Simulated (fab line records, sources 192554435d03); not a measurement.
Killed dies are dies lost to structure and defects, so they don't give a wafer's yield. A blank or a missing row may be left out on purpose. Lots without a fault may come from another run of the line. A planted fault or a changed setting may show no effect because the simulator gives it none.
Which tool did it? | flow n5_finfet | 22 lots, 66 wafers sampled, at 6 steps of a route of 1938

WHAT THE GAUGES READ, wafer by wafer
N5_SD_EPI_N_INSPECT_26: inspects for defects (darkfield). Usual: raw_defect_count 199, standard deviation 33.
lot  | measured    | on                | raw_defect_count | flag
L074 | day 3 06:04 | defect_inspect-01 | 217 192 200      |
L075 | day 3 13:59 | defect_inspect-01 | 169 203 213      |
L076 | day 3 21:57 | defect_inspect-01 | 288 221 203      |
L077 | day 3 23:55 | defect_inspect-01 | 190 164 167      |
L078 | day 4 06:30 | defect_inspect-01 | 252 219 216      |
L079 | day 4 10:15 | defect_inspect-01 | 231 201 189      |
L080 | day 4 22:13 | defect_inspect-01 | 231 177 207      |
L082 | day 5 08:34 | defect_inspect-02 | 153 213 196      |
L084 | day 5 18:37 | defect_inspect-02 | 230 149 189      |
L085 | day 6 02:28 | defect_inspect-02 | 191 208 162      |
L086 | day 6 06:23 | defect_inspect-02 | 163 199 189      |
L087 | day 6 11:16 | defect_inspect-01 | 183 174 208      |
L088 | day 6 15:36 | defect_inspect-02 | 126 186 211      |
L089 | day 7 01:29 | defect_inspect-01 | 188 192 210      |
L090 | day 7 05:12 | defect_inspect-02 | 205 168 222      |
L091 | day 7 12:16 | defect_inspect-02 | 195 219 177      |
L092 | day 7 19:30 | defect_inspect-01 | 195 170 154      |
L093 | day 7 23:25 | defect_inspect-01 | 164 175 266      |
L094 | day 8 05:58 | defect_inspect-01 | 236 192 181      |
L095 | day 8 10:55 | defect_inspect-02 | 198 157 157      |
L096 | day 8 15:59 | defect_inspect-01 | 185 223 247      |
L097 | day 8 23:14 | defect_inspect-01 | 175 161 213      |

N5_SD_EPI_P_CD_MEAS_09: target cd 240 nm. Usual: cd_nm 239.9 nm, standard deviation 0.81.
lot  | measured    | on        | cd_nm (nm)        | flag
L074 | day 3 06:21 | cd_sem-02 | 239.3 239.7 239.4 |
L075 | day 3 14:23 | cd_sem-02 | 239.9 239.4 240.6 |
L076 | day 3 22:21 | cd_sem-02 | 239.3 240.1 239.8 |
L077 | day 4 00:11 | cd_sem-02 | 240.0 240.4 240.4 |
L078 | day 4 06:46 | cd_sem-03 | 240.3 240.1 239.7 |
L079 | day 4 10:39 | cd_sem-01 | 241.3 240.2 240.9 |
L080 | day 4 22:30 | cd_sem-02 | 240.8 242.0 241.8 |
L082 | day 5 08:50 | cd_sem-03 | 238.8 239.9 238.9 |
L084 | day 5 18:55 | cd_sem-02 | 239.2 239.2 239.1 |
L085 | day 6 02:52 | cd_sem-01 | 240.0 240.6 239.9 |
L086 | day 6 06:47 | cd_sem-02 | 239.9 239.1 238.9 |
L087 | day 6 11:40 | cd_sem-01 | 240.2 240.9 240.3 |
L088 | day 6 15:55 | cd_sem-02 | 240.4 240.5 240.7 |
L089 | day 7 01:53 | cd_sem-03 | 238.9 239.6 239.8 |
L090 | day 7 05:36 | cd_sem-02 | 240.3 240.4 240.3 |
L091 | day 7 12:40 | cd_sem-03 | 239.3 238.7 239.2 |
L092 | day 7 19:54 | cd_sem-03 | 240.9 241.1 240.6 |
L093 | day 7 23:41 | cd_sem-01 | 240.2 239.9 239.9 |
L094 | day 8 06:22 | cd_sem-03 | 239.8 239.7 240.1 |
L095 | day 8 11:19 | cd_sem-03 | 240.2 239.3 240.1 |
L096 | day 8 16:16 | cd_sem-03 | 242.0 240.8 241.9 |
L097 | day 8 23:38 | cd_sem-03 | 240.0 240.4 240.2 |

WHICH TOOL RAN EACH LOT (tool, then ch and the chambers of the sampled wafers, then the start)
lot  | N5_DUMMY_GATE_STRIP_48            | N5_SD_EPI_N_DESCUM_14             | N5_SD_EPI_N_ETCH_34               | N5_SD_EPI_N_ETCH_16
L074 | rie_diel-05 ch 0,1,3, day 3 00:26 | rie_diel-06 ch 0,1,2, day 3 02:04 | rie_diel-06 ch 0,1,2, day 3 02:05 | rie_diel-06 ch 0,1,2, day 3 02:40
L075 | rie_diel-04 ch 0,1, day 3 08:02   | rie_diel-01 ch 1,3, day 3 10:02   | rie_diel-01 ch 1,3, day 3 10:04   | rie_diel-01 ch 1,3, day 3 10:39
L076 | rie_diel-04 ch 0,1,2, day 3 16:24 | rie_diel-01 ch 0,2,3, day 3 17:57 | rie_diel-01 ch 0,2,3, day 3 17:59 | rie_diel-01 ch 0,2,3, day 3 18:34
L077 | rie_diel-04 ch 0,3, day 3 18:20   | rie_diel-01 ch 0,3, day 3 19:55   | rie_diel-01 ch 0,3, day 3 19:58   | rie_diel-01 ch 0,3, day 3 20:32
L078 | rie_diel-04 ch 0,3, day 4 00:22   | rie_diel-02 ch 0,2, day 4 01:43   | rie_diel-02 ch 0,2, day 4 01:45   | rie_diel-02 ch 0,2, day 4 02:20
L079 | rie_diel-04 ch 0,2, day 4 04:38   | rie_diel-02 ch 0,3, day 4 06:17   | rie_diel-02 ch 0,3, day 4 06:19   | rie_diel-02 ch 0,3, day 4 06:53
L080 | rie_diel-04 ch 1,2,3, day 4 16:36 | rie_diel-02 ch 0,3, day 4 17:46   | rie_diel-02 ch 0,3, day 4 17:47   | rie_diel-02 ch 0,3, day 4 18:22
L082 | rie_diel-04 ch 0,3, day 5 00:51   | rie_diel-01 ch 0,2, day 5 04:35   | rie_diel-01 ch 0,2, day 5 04:37   | rie_diel-01 ch 0,2, day 5 05:11
L084 | rie_diel-03 ch 0,2, day 5 13:16   | rie_diel-06 ch 1,2, day 5 14:41   | rie_diel-06 ch 1,2, day 5 14:43   | rie_diel-06 ch 1,2, day 5 15:18
L085 | rie_diel-05 ch 0,1, day 5 21:10   | rie_diel-01 ch 1,2,3, day 5 22:26 | rie_diel-01 ch 1,2,3, day 5 22:28 | rie_diel-01 ch 1,2,3, day 5 23:03
L086 | rie_diel-03 ch 0,2, day 6 01:17   | rie_diel-01 ch 0,1,3, day 6 02:26 | rie_diel-01 ch 0,1,3, day 6 02:28 | rie_diel-01 ch 0,1,3, day 6 03:03
L087 | rie_diel-04 ch 1,3, day 6 05:05   | rie_diel-01 ch 0,2, day 6 06:52   | rie_diel-01 ch 0,2, day 6 06:54   | rie_diel-01 ch 0,2, day 6 07:29
L088 | rie_diel-04 ch 1,3, day 6 10:30   | rie_diel-02 ch 1,3, day 6 11:40   | rie_diel-02 ch 1,3, day 6 11:41   | rie_diel-02 ch 1,3, day 6 12:16
L089 | rie_diel-05 ch 0,2,3, day 6 19:37 | rie_diel-01 ch 0,2, day 6 21:32   | rie_diel-01 ch 0,2, day 6 21:34   | rie_diel-01 ch 0,2, day 6 22:09
L090 | rie_diel-04 ch 1,2,3, day 6 23:59 | rie_diel-06 ch 0,1,2, day 7 01:16 | rie_diel-06 ch 0,1,2, day 7 01:17 | rie_diel-06 ch 0,1,2, day 7 01:52
L091 | rie_diel-03 ch 1,2,3, day 7 05:16 | rie_diel-01 ch 0,1,3, day 7 06:35 | rie_diel-01 ch 0,1,3, day 7 06:37 | rie_diel-01 ch 0,1,3, day 7 07:12
L092 | rie_diel-04 ch 1,2, day 7 14:04   | rie_diel-02 ch 2,3, day 7 15:15   | rie_diel-02 ch 2,3, day 7 15:17   | rie_diel-02 ch 2,3, day 7 15:52
L093 | rie_diel-04 ch 0,1,2, day 7 17:55 | rie_diel-01 ch 1,3, day 7 19:08   | rie_diel-01 ch 1,3, day 7 19:10   | rie_diel-01 ch 1,3, day 7 19:45
L094 | rie_diel-03 ch 0,1,3, day 8 00:50 | rie_diel-06 ch 0,1,3, day 8 02:00 | rie_diel-06 ch 0,1,3, day 8 02:02 | rie_diel-06 ch 0,1,3, day 8 02:37
L095 | rie_diel-05 ch 1,2,3, day 8 05:34 | rie_diel-06 ch 1,2,3, day 8 06:50 | rie_diel-06 ch 1,2,3, day 8 06:52 | rie_diel-06 ch 1,2,3, day 8 07:27
L096 | rie_diel-04 ch 0,2,3, day 8 10:27 | rie_diel-06 ch 1,2,3, day 8 11:49 | rie_diel-06 ch 1,2,3, day 8 11:50 | rie_diel-06 ch 1,2,3, day 8 12:25
L097 | rie_diel-04 ch 0,1,3, day 8 16:56 | rie_diel-02 ch 1,2, day 8 18:32   | rie_diel-02 ch 1,2, day 8 18:34   | rie_diel-02 ch 1,2, day 8 19:08
- N5_DUMMY_GATE_STRIP_48: strips in N2/H2, time 20 s.
- N5_SD_EPI_N_DESCUM_14: chemistry O2, time 7.9 s.
- N5_SD_EPI_N_ETCH_34: etches SiARC in CF4, target depth 45.5 nm, time 75.8 s.
- N5_SD_EPI_N_ETCH_16: etches SiO2 in CHF3/O2, target depth 5 nm.

WHAT THE TOOLS THEMSELVES READ (means of the sampled wafers that have a number; where no wafer has one, the mark that the record gives instead)
N5_DUMMY_GATE_STRIP_48. Usual: drypump_motor_current_A 5.7 A, standard deviation 0.53; oes_product_au 0.80 a.u., standard deviation 0.076; rf_vpp_V 45.3 V, standard deviation 0.83; showerhead_plenum_p_Torr 3.37 Torr, standard deviation 0.11; temp_c 39.99 C, standard deviation 0.12; throttle_valve_pct 12.19 %, standard deviation 0.2.
lot  | tool        | drypump_motor_current_A (A) | oes_product_au (a.u.) | rf_vpp_V (V) | showerhead_plenum_p_Torr (Torr) | temp_c (C) | throttle_valve_pct (%) | flag
L074 | rie_diel-05 | 5.7                         | 0.88                  | 45.0         | 3.42                            | 39.94      | 12.08                  |
L075 | rie_diel-04 | 5.7                         | 0.87                  | 45.5         | 3.33                            | 40.08      | 12.24                  |
L076 | rie_diel-04 | 5.5                         | 0.81                  | 44.7         | 3.40                            | 39.99      | 12.14                  |
L077 | rie_diel-04 | 6.1                         | 0.76                  | 44.8         | 3.29                            | 40.08      | 12.13                  |
L078 | rie_diel-04 | 6.1                         | 0.77                  | 45.0         | 3.29                            | 40.16      | 12.13                  |
L079 | rie_diel-04 | 5.3                         | 0.77                  | 45.4         | 3.47                            | 40.13      | 12.05                  |
L080 | rie_diel-04 | 5.4                         | 0.81                  | 45.7         | 3.36                            | 39.99      | 12.18                  |
L082 | rie_diel-04 | 6.1                         | 0.76                  | 45.3         | 3.29                            | 40.02      | 12.14                  |
L084 | rie_diel-03 | 5.9                         | 0.84                  | 44.9         | 3.42                            | 40.05      | 12.00                  |
L085 | rie_diel-05 | 5.7                         | 0.90                  | 45.2         | 3.49                            | 40.02      | 12.01                  |
L086 | rie_diel-03 | 5.7                         | 0.81                  | 45.0         | 3.40                            | 39.95      | 12.13                  |
L087 | rie_diel-04 | 5.6                         | 0.84                  | 44.2         | 3.28                            | 40.05      | 12.31                  |
L088 | rie_diel-04 | 5.6                         | 0.84                  | 45.7         | 3.28                            | 39.97      | 12.31                  |
L089 | rie_diel-05 | 5.7                         | 0.83                  | 46.4         | 3.41                            | 39.95      | 12.23                  |
L090 | rie_diel-04 | 5.4                         | 0.79                  | 45.3         | 3.35                            | 40.05      | 12.23                  |
L091 | rie_diel-03 | 6.1                         | 0.86                  | 45.0         | 3.41                            | 39.98      | 12.11                  |
L092 | rie_diel-04 | 5.0                         | 0.77                  | 46.4         | 3.43                            | 40.08      | 12.20                  |
L093 | rie_diel-04 | 5.5                         | 0.78                  | 45.0         | 3.39                            | 40.01      | 12.21                  |
L094 | rie_diel-03 | 5.8                         | 0.81                  | 45.3         | 3.40                            | 39.88      | 12.26                  |
L095 | rie_diel-05 | 5.4                         | 0.81                  | 45.5         | 3.49                            | 39.93      | 12.09                  |
L096 | rie_diel-04 | 5.7                         | 0.74                  | 45.1         | 3.37                            | 39.98      | 12.16                  |
L097 | rie_diel-04 | 5.9                         | 0.78                  | 45.2         | 3.30                            | 39.90      | 12.27                  |

N5_SD_EPI_N_DESCUM_14. Usual: drypump_motor_current_A 5.7 A, standard deviation 0.47; oes_product_au 0.78 a.u., standard deviation 0.073; rf_vpp_V 243.6 V, standard deviation 1.6; showerhead_plenum_p_Torr 2.11 Torr, standard deviation 0.086; temp_c 39.99 C, standard deviation 0.12; throttle_valve_pct 20.44 %, standard deviation 0.22.
lot  | tool        | drypump_motor_current_A (A) | oes_product_au (a.u.) | rf_vpp_V (V) | showerhead_plenum_p_Torr (Torr) | temp_c (C) | throttle_valve_pct (%) | flag
L074 | rie_diel-06 | 5.4                         | 0.72                  | 243.4        | 2.10                            | 40.00      | 20.60                  |
L075 | rie_diel-01 | 5.8                         | 0.91                  | 245.7        | 2.22                            | 39.98      | 20.16                  |
L076 | rie_diel-01 | 5.6                         | 0.77                  | 243.0        | 2.12                            | 39.98      | 20.54                  |
L077 | rie_diel-01 | 5.8                         | 0.78                  | 242.8        | 2.07                            | 39.92      | 20.46                  |
L078 | rie_diel-02 | 5.7                         | 0.73                  | 242.6        | 2.06                            | 39.97      | 20.32                  |
L079 | rie_diel-02 | 5.6                         | 0.72                  | 241.6        | 1.99                            | 40.02      | 20.29                  |
L080 | rie_diel-02 | 5.8                         | 0.75                  | 242.4        | 2.01                            | 40.00      | 20.25                  |
L082 | rie_diel-01 | 5.4                         | 0.75                  | 243.4        | 2.05                            | 39.94      | 20.59                  |
L084 | rie_diel-06 | 5.3                         | 0.73                  | 243.5        | 2.13                            | 39.93      | 20.68                  |
L085 | rie_diel-01 | 5.6                         | 0.80                  | 245.2        | 2.19                            | 40.01      | 20.41                  |
L086 | rie_diel-01 | 5.8                         | 0.81                  | 244.6        | 2.14                            | 39.95      | 20.35                  |
L087 | rie_diel-01 | 5.4                         | 0.74                  | 242.5        | 2.05                            | 39.83      | 20.62                  |
L088 | rie_diel-02 | 6.1                         | 0.75                  | 243.8        | 2.07                            | 40.11      | 20.32                  |
L089 | rie_diel-01 | 5.2                         | 0.72                  | 243.5        | 2.10                            | 39.92      | 20.70                  |
L090 | rie_diel-06 | 5.4                         | 0.87                  | 244.1        | 2.09                            | 40.05      | 20.39                  |
L091 | rie_diel-01 | 5.8                         | 0.79                  | 244.5        | 2.13                            | 40.09      | 20.36                  |
L092 | rie_diel-02 | 5.9                         | 0.76                  | 242.1        | 2.08                            | 40.01      | 20.25                  |
L093 | rie_diel-01 | 6.0                         | 0.81                  | 245.6        | 2.20                            | 40.08      | 20.32                  |
L094 | rie_diel-06 | 5.7                         | 0.87                  | 242.6        | 2.06                            | 40.03      | 20.33                  |
L095 | rie_diel-06 | 5.6                         | 0.81                  | 242.6        | 2.10                            | 39.88      | 20.53                  |
L096 | rie_diel-06 | 5.6                         | 0.80                  | 242.7        | 2.10                            | 39.94      | 20.53                  |
L097 | rie_diel-02 | 6.4                         | 0.73                  | 244.2        | 2.17                            | 39.95      | 20.45                  |

N5_SD_EPI_N_ETCH_34. Usual: drypump_motor_current_A 5.7 A, standard deviation 0.47; etch_rf_on_time_s 75.5 s, standard deviation 0.88; oes_product_au 0.67 a.u., standard deviation 0.061; rf_vpp_V 184.3 V, standard deviation 1.4; showerhead_plenum_p_Torr 2.16 Torr, standard deviation 0.08; throttle_valve_pct 15.64 %, standard deviation 0.22.
lot  | tool        | drypump_motor_current_A (A) | etch_rf_on_time_s (s) | oes_product_au (a.u.) | rf_vpp_V (V) | showerhead_plenum_p_Torr (Torr) | throttle_valve_pct (%) | flag
L074 | rie_diel-06 | 5.4                         | 75.6                  | 0.62                  | 184.0        | 2.15                            | 15.82                  |
L075 | rie_diel-01 | 5.8                         | 75.1                  | 0.77                  | 185.7        | 2.27                            | 15.36                  |
L076 | rie_diel-01 | 5.6                         | 75.3                  | 0.66                  | 184.3        | 2.18                            | 15.73                  |
L077 | rie_diel-01 | 5.8                         | 75.9                  | 0.67                  | 183.9        | 2.13                            | 15.68                  |
L078 | rie_diel-02 | 5.7                         | 75.9                  | 0.63                  | 183.6        | 2.11                            | 15.53                  |
L079 | rie_diel-02 | 5.6                         | 76.1                  | 0.62                  | 181.9        | 2.05                            | 15.54                  |
L080 | rie_diel-02 | 5.8                         | 75.0                  | 0.65                  | 182.8        | 2.06                            | 15.46                  |
L082 | rie_diel-01 | 5.4                         | 76.6                  | 0.63                  | 183.4        | 2.11                            | 15.84                  |
L084 | rie_diel-06 | 5.3                         | 74.8                  | 0.63                  | 184.5        | 2.18                            | 15.90                  |
L085 | rie_diel-01 | 5.6                         | 75.4                  | 0.68                  | 185.1        | 2.24                            | 15.62                  |
L086 | rie_diel-01 | 5.8                         | 75.1                  | 0.70                  | 184.4        | 2.19                            | 15.57                  |
L087 | rie_diel-01 | 5.4                         | 77.4                  | 0.63                  | 183.5        | 2.11                            | 15.86                  |
L088 | rie_diel-02 | 6.1                         | 75.5                  | 0.64                  | 183.3        | 2.11                            | 15.51                  |
L089 | rie_diel-01 | 5.2                         | 76.7                  | 0.61                  | 183.9        | 2.15                            | 15.93                  |
L090 | rie_diel-06 | 5.4                         | 74.8                  | 0.75                  | 184.1        | 2.14                            | 15.55                  |
L091 | rie_diel-01 | 5.8                         | 76.1                  | 0.68                  | 185.3        | 2.19                            | 15.59                  |
L092 | rie_diel-02 | 6.0                         | 75.1                  | 0.66                  | 184.2        | 2.13                            | 15.46                  |
L093 | rie_diel-01 | 6.0                         | 75.6                  | 0.69                  | 185.5        | 2.25                            | 15.53                  |
L094 | rie_diel-06 | 5.7                         | 75.3                  | 0.74                  | 182.4        | 2.12                            | 15.52                  |
L095 | rie_diel-06 | 5.6                         | 75.8                  | 0.69                  | 184.0        | 2.16                            | 15.73                  |
L096 | rie_diel-06 | 5.6                         | 74.9                  | 0.69                  | 184.6        | 2.15                            | 15.73                  |
L097 | rie_diel-02 | 6.4                         | 74.9                  | 0.62                  | 185.2        | 2.21                            | 15.64                  |

N5_SD_EPI_N_ETCH_16. Usual: drypump_motor_current_A 5.7 A, standard deviation 0.47; oes_product_au 0.78 a.u., standard deviation 0.073; rf_vpp_V 522 V, standard deviation 4.9; showerhead_plenum_p_Torr 2.44 Torr, standard deviation 0.089; throttle_valve_pct 18.94 %, standard deviation 0.21.
lot  | tool        | drypump_motor_current_A (A) | oes_product_au (a.u.) | rf_vpp_V (V) | showerhead_plenum_p_Torr (Torr) | throttle_valve_pct (%) | flag
L074 | rie_diel-06 | 5.4                         | 0.72                  | 522          | 2.42                            | 19.08                  |
L075 | rie_diel-01 | 5.8                         | 0.91                  | 530          | 2.55                            | 18.68                  |
L076 | rie_diel-01 | 5.6                         | 0.76                  | 520          | 2.45                            | 19.03                  |
L077 | rie_diel-01 | 5.8                         | 0.79                  | 521          | 2.39                            | 18.99                  |
L078 | rie_diel-02 | 5.7                         | 0.74                  | 519          | 2.37                            | 18.83                  |
L079 | rie_diel-02 | 5.6                         | 0.73                  | 520          | 2.31                            | 18.83                  |
L080 | rie_diel-02 | 5.7                         | 0.75                  | 522          | 2.32                            | 18.78                  |
L082 | rie_diel-01 | 5.4                         | 0.75                  | 517          | 2.38                            | 19.16                  |
L084 | rie_diel-06 | 5.3                         | 0.73                  | 521          | 2.46                            | 19.18                  |
L085 | rie_diel-01 | 5.6                         | 0.80                  | 524          | 2.52                            | 18.91                  |
L086 | rie_diel-01 | 5.8                         | 0.81                  | 526          | 2.47                            | 18.87                  |
L087 | rie_diel-01 | 5.5                         | 0.74                  | 516          | 2.37                            | 19.17                  |
L088 | rie_diel-02 | 6.1                         | 0.75                  | 524          | 2.38                            | 18.81                  |
L089 | rie_diel-01 | 5.2                         | 0.72                  | 517          | 2.43                            | 19.21                  |
L090 | rie_diel-06 | 5.4                         | 0.88                  | 522          | 2.41                            | 18.86                  |
L091 | rie_diel-01 | 5.8                         | 0.79                  | 524          | 2.46                            | 18.89                  |
L092 | rie_diel-02 | 6.0                         | 0.77                  | 527          | 2.40                            | 18.75                  |
L093 | rie_diel-01 | 6.0                         | 0.81                  | 528          | 2.52                            | 18.79                  |
L094 | rie_diel-06 | 5.7                         | 0.86                  | 520          | 2.38                            | 18.84                  |
L095 | rie_diel-06 | 5.6                         | 0.81                  | 521          | 2.43                            | 19.04                  |
L096 | rie_diel-06 | 5.6                         | 0.81                  | 521          | 2.42                            | 19.05                  |
L097 | rie_diel-02 | 6.4                         | 0.73                  | 520          | 2.49                            | 18.92                  |

THE ANSWER, worked out from the rows above alone
Rule: a lot is off if the mean of its wafers that have a number lies more than 3 standard deviations from the usual mean. A lot without any number at a reading at which 4 lots or more have one is off too. The other lots that the step has rows for count as sound. The gauges are gone through in route order, then the tools' own readings, and for those a lot's mean is taken as printed above. The first step at which some lot is off is used, and at that step the reading that is off furthest; a lot without a number counts as furthest.
No lot is off at any reading shown: from this, nothing can be told.

WHAT THE SIMULATOR HAD PUT IN
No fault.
